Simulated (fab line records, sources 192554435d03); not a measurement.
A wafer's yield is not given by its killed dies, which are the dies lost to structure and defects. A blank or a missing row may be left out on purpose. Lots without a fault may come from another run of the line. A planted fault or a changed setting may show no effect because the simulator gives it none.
Struck lot and sound lot, side by side / flow n5-finfet / 37 out of 1938 route steps
Sound: the wafers L353.1, L353.2, L353.4. Struck: wafers L357.1, L357.3. (L357.5 of the same lot was not struck and is left out.) The cause comes at the end.
Per side, at each step with rows, come the tool, then ch with its chambers, and then its first start. Under that, the readings that differ: sound wafers / struck wafers / difference of the means / sigmas: that difference in standard deviations of wafers without a fault.
alike: same words and numbers on both sides, and readings whose means sit less than 2 such deviations apart. not compared: any withheld reading, any reading some wafer has no value for, any bound like >300 that may hide the same value, and any number with overlapping values for which the record gives no deviation.
A row with sigmas, a row that says differs or no value, or rows on one side alone: a step with any of these is where the two part. When numbers do not overlap yet have no deviation, they are printed without sigmas and do not part them. A reading missing from all wafers of one side parts the sides only when that side holds two or more wafers.

first, 9 steps without rows for these wafers: N5_BEOL_M0_ANNEAL_135 (time 60 s); N5_BEOL_M0_SPUTTER_141 (material Cu, target thk 4 nm, time 7.37 s); N5_BEOL_M0_ECD_118 (material Cu, target thk 300 nm); N5_BEOL_M0_ANNEAL_119 (time 90 s); N5_BEOL_M0_CMP_120 (polishes, stops on SiOC, t overpolish 6.9 s); N5_BEOL_M0_PRE_CLEAN_131 (time 15 s); N5_BEOL_M0_CO_CAP_123 (material Co, precursor CCTBA/H2, target thk 2 nm, time 102.1 s); N5_BEOL_M0_PRE_CLEAN_124 (time 15 s); N5_BEOL_M0_DEP_125 (deposits SiCN from 3MS/NH3, target thk 8 nm, time 14 s).
N5_BEOL_M1_ILD_DEP_00: deposits SiOC from DEMS/O2, target thk 79 nm, time 15.3 s.
  sound on pecvd-04 ch 0,1,2, day 10 02:54; struck on pecvd-01 ch 0,2, day 11 00:55
reading=model.SiOC_of_BEOL_M1_ILD_DEP_00.thk-nm (nm); sound=78.6 77.8 79.6; struck=81 81.2; difference=+2; sigmas=
  alike: heater-power-w, showerhead-plenum-p-Torr, throttle-valve-pct
  not compared: since-wet-clean-h
then, 24 steps without rows for these wafers: N5_BEOL_M1_PECVD_72 (deposits SiO2 from TEOS/O2, target thk 16 nm, time 18 s); N5_BEOL_M1_HM_DEP_02 (deposits TiN, target thk 20 nm); N5_BEOL_M1_COAT_61 (time 60 s, resist thk 60 nm); N5_BEOL_M1_COAT_62 (time 60 s, resist thk 12 nm); N5_BEOL_M1_COAT_73 (time 60 s, resist thk 5 nm); N5_BEOL_M1_COAT_05 (resist thk 30 nm); N5_BEOL_M1_EBR_07; N5_BEOL_M1_SOFTBAKE_06 (time 60 s); N5_BEOL_M1_EXPOSE_08 (exposes mask M1); N5_BEOL_M1_PEB_09 (peb time 60 s); N5_BEOL_M1_DEVELOP_10 (develop time 30 s); N5_BEOL_M1_DESCUM_16 (chemistry O2, time 7 s); N5_BEOL_M1_ETCH_74 (etches underlayer in N2/H2, target depth 6.5 nm, time 5.2 s); N5_BEOL_M1_ETCH_63 (etches SiARC in CF4, target depth 15.6 nm, time 26 s); N5_BEOL_M1_ETCH_64 (etches SOC in N2/H2, target depth 75 nm, overetch 15 nm, time 112.5 s); N5_BEOL_M1_STRIP_65 (strips in N2/H2); N5_BEOL_M1_STRIP_75 (strips in N2/H2); N5_BEOL_M1_STRIP_66 (strips in CF4); N5_BEOL_M1_HM_OPEN_17 (chemistry Cl2/BCl3, target TiN, target depth 20 nm, overetch 6 nm); N5_BEOL_M1_STRIP_19 (strips in O2); N5_BEOL_M1_COAT_67 (time 60 s, resist thk 60 nm); N5_BEOL_M1_COAT_68 (time 60 s, resist thk 12 nm); N5_BEOL_M1_COAT_76 (time 60 s, resist thk 5 nm); N5_BEOL_M1_COAT_22 (resist thk 30 nm).
N5_BEOL_M1_CMP_52: polishes, stops on SiOC, t overpolish 6.8 s, target thk 40 nm.
  sound on cmp-02 ch 0,2,3, day 10 12:05; struck on cmp-02 ch 0,2, day 11 09:49
reading=model.Cu_of_BEOL_M1_ECD_50.thk-nm (nm); sound=40.4 36.6 40.2; struck=40.6 41.8; difference=+2.1; sigmas=
reading=model.SiOC_of_BEOL_M1_ILD_DEP_00.thk-nm (nm); sound=77.6 76.8 78.6; struck=80 80.2; difference=+2; sigmas=
  alike: barrier-field-endpoint-s, clearing-platen-down-force-psi, motor-current-A, overpolish-run-s, time-to-endpoint-s
N5_BEOL_M4_RC_MEAS_101:
  sound on prober-01 ch 0, day 12 02:33; struck on prober-01 ch 0, day 12 19:45
  alike: DIBL_N, DIBL_P, IOFF_N, IOFF_P, ION_N, ION_P, SS_N, SS_P, VT_N, VT_P
-- the record jumps here: 4 days lie between the struck wafers' starts before and after (it left off in module BEOL_M4 and takes up again in module PASSIVATION, whose first step shown is number 1936 of the route) --
N5_PASSIVATION_PROBE_49:
  sound on prober-02, day 16 02:28; struck on prober-01, day 16 20:55
reading=sort_bin_4_leakage (%); sound=0 1.61 0; struck=0 0; difference=-1; sigmas=-4
  alike: defect-limited-yield, killed_at_M0_to_M3, killed_at_M4_up, killed-at-contacts, killed-at-front-end, killed-at-other, killed-dies, killed-open, killed-short, sort_bin_5_function, sort_bin_6_memory, sort_bin_8_speed, sort-n-pass, sort-yield-pct

WHERE THEY PART
Within this record, at N5_PASSIVATION_PROBE_49 only.

WHY: the cause the simulator had injected
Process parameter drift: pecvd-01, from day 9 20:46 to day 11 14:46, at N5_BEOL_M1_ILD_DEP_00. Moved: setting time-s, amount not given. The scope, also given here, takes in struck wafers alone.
